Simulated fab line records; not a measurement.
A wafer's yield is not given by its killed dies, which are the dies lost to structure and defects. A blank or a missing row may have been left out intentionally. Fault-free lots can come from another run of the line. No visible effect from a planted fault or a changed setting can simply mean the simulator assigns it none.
Code-filled problem report in 8D (eight disciplines) form	flow n5_finfet	the parts of the form that need people (team, actions taken, sign-off) are left out

## 1. WHAT WENT WRONG
At N5_BEOL_M10_CMP_52, platen_rpm averages 52.03 rpm over 3 wafers from 3 lots, while fault-free wafers read 50.01 rpm, standard deviation 0.031. Relative to the usual mean, that is a shift of +65 standard deviations.
The step: polishes, stops on SiCOH lowk, t overpolish 7 s, target thk 140 nm.
First observed at day 15 16:51: wafer L114.3, on cmp-02. At this step, 30 wafers from 10 lots have a number in the record. Rule for "out" (also "out of limits"): further than 4 standard deviations from the usual mean. Any other wafer with a number is counted as sound.

## 2. WHAT IT IS, WHAT IT ISN'T
question	is	is not
which readings at this step	platen_rpm	barrier_field_endpoint_s, edge_zone_pressure_frac, motor_current_A, overpolish_run_s
which lots	L114, L116, L117	L100, L101, L103, L105, L106, L107, L108
which wafers of those lots	L114.3, L116.3, L117.4	L114.2, L114.6, L116.1, L116.6, L117.2, L117.6
read on which tools	cmp-02	cmp-03, cmp-04
when	from day 15 16:51	up to then (23 sound wafers); but 4 sound wafers of L116, L117 came after

## 3. SUSPECTS, AND WHAT RULES EACH OUT
Counting: if a tool at a process step up to the reading ran every lot that is out, it stays a suspect. Sound lots after the first of them don't rule it out here, since some wafers of a struck lot are sound.
- cmp-02 at N5_BEOL_M10_CMP_52 (polishes, stops on SiCOH lowk, t overpolish 7 s, target thk 140 nm): kept. Ran every lot that is out, first one L114 (day 15 16:51); last sound lot up to then L107 (day 14 04:38). On those wafers its own readings are out: platen_rpm.
- In cmp-02 at N5_BEOL_M10_CMP_52, the wafers that are out were processed in chamber 1 and their sound lot-mates in chambers 0, 3.
Left after counting: cmp-02 at N5_BEOL_M10_CMP_52.

## 4. THE CAUSE (what the simulator had put in)
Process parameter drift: cmp-02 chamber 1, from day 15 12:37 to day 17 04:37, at N5_BEOL_M10_CMP_52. A move of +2 in setting platen_rpm, from 50. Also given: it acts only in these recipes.
This tool alone remained once counting was done.

## 5. SEQUENCE OF EFFECTS, ordered by route
One row per reading whose mean, taken over the struck wafers that have a number, lies over 3 standard deviations from the usual. Only readings for which the record gives a usual standard deviation are gone through. hours: the time from each lot's start at the first step in this table that gives one to its start at this step, as a median over the lots. sigmas: the change in usual standard deviations.
hours	step	reading	usual	on struck wafers	change	sigmas
0	N5_BEOL_M10_CMP_52	platen_rpm	50.01 rpm	52.03	+2.02	+65
It contains these process steps:
- N5_BEOL_M10_CMP_52: polishes, stops on SiCOH lowk, t overpolish 7 s, target thk 140 nm.

## 6. WHAT WOULD HAVE CAUGHT IT SOONER
In this record no reading fell out of limits until day 15 16:51, 4 hours after the fault had begun at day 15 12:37.
